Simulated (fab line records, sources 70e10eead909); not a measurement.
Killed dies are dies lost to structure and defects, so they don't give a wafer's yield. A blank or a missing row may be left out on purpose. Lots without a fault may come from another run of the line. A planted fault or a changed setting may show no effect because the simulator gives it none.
Chamber matching | flow nand_harc | NHARC_P_ZERO_WELL_ETCH_63 on rie_si-03: 4 sister chambers
The step etches the open film in HBr/Cl2, target depth 120 nm, time 40.1 s. 24 wafers are shown with their chamber, then 12 later ones without.

WAFERS WITH THEIR CHAMBER
wafer  | chamber | drypump_motor_current_A (A) | oes_product_au (a.u.) | bias_w (W)
L074.2 | 2       | 5.2                         | 1.008                 | 99.4
L074.3 | 1       | 5.7                         | 1.000                 | 100.3
L074.4 | 3       | 6.1                         | 1.014                 | 100.4
L075.2 | 3       | 6.2                         | 1.000                 | 100.0
L075.3 | 0       | 5.7                         | 0.993                 | 99.7
L075.5 | 1       | 5.7                         | 0.992                 | 100.2
L076.1 | 3       | 6.2                         | 0.999                 | 100.0
L076.5 | 0       | 5.7                         | 0.985                 | 99.7
L076.6 | 3       | 6.1                         | 1.008                 | 100.1
L078.2 | 2       | 5.2                         | 1.007                 | 99.6
L078.4 | 0       | 5.7                         | 0.989                 | 100.1
L078.5 | 0       | 5.7                         | 1.001                 | 100.7
L079.2 | 1       | 5.7                         | 0.986                 | 100.3
L079.4 | 2       | 5.2                         | 1.001                 | 100.0
L079.5 | 0       | 5.7                         | 0.992                 | 99.5
L080.3 | 1       | 5.7                         | 0.991                 | 100.5
L080.4 | 3       | 6.1                         | 1.033                 | 100.2
L080.6 | 1       | 5.7                         | 0.986                 | 99.7
L082.1 | 0       | 5.7                         | 1.013                 | 100.2
L082.4 | 3       | 6.1                         | 1.030                 | 99.8
L082.5 | 3       | 6.2                         | 1.022                 | 100.1
L083.1 | 2       | 5.2                         | 0.996                 | 100.0
L083.2 | 3       | 6.2                         | 1.022                 | 99.5
L083.6 | 3       | 6.1                         | 1.023                 | 99.6

SIGNATURES (means of the wafers above)
reading                 | chamber 0 | chamber 1 | chamber 2 | chamber 3 | scatter within a chamber
drypump_motor_current_A | 5.700     | 5.700     | 5.200     | 6.144     | 0.0333
oes_product_au          | 0.99550   | 0.99100   | 1.00300   | 1.01678   | 0.00987
bias_w                  | 99.983    | 100.200   | 99.750    | 99.967    | 0.336
Rule: a wafer's distance from a chamber is the root of the sum, over the readings, of the square of ((its reading less the chamber's mean) divided by the reading's scatter). The wafer belongs to the nearest chamber; if the next one is less than 2 further off, it can't be placed. The scatter: the root of (the sum of the squares of (reading less its chamber's mean) over the shown wafers, divided by (wafers less chambers)).

WAFERS WITHOUT THEIR CHAMBER
wafer  | drypump_motor_current_A (A) | oes_product_au (a.u.) | bias_w (W)
L086.1 | 6.1                         | 1.034                 | 100.2
L086.2 | 5.7                         | 0.977                 | 100.0
L086.5 | 5.7                         | 0.962                 | 100.3
L092.1 | 5.7                         | 0.978                 | 99.9
L092.2 | 5.7                         | 1.002                 | 100.0
L092.4 | 5.2                         | 0.995                 | 99.8
L095.1 | 5.7                         | 1.013                 | 99.9
L095.3 | 6.2                         | 1.018                 | 99.4
L095.4 | 5.7                         | 0.998                 | 99.9
L096.1 | 5.7                         | 1.021                 | 100.4
L096.2 | 5.7                         | 0.993                 | 100.3
L096.3 | 5.2                         | 1.008                 | 99.9

WHICH CHAMBER EACH WENT THROUGH
wafer  | from the rows above     | in truth
L086.1 | 3                       | 3
L086.2 | can't be placed: 1 or 0 | 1
L086.5 | can't be placed: 1 or 0 | 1
L092.1 | can't be placed: 1 or 0 | 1
L092.2 | can't be placed: 0 or 1 | 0
L092.4 | 2                       | 2
L095.1 | can't be placed: 0 or 1 | 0
L095.3 | 3                       | 3
L095.4 | can't be placed: 0 or 1 | 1
L096.1 | can't be placed: 0 or 1 | 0
L096.2 | can't be placed: 1 or 0 | 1
L096.3 | 2                       | 2
Placed correctly: 4 of 12. Can't be placed from these rows: 8 (the true chamber is among the candidates in 8). Placed wrongly: 0.
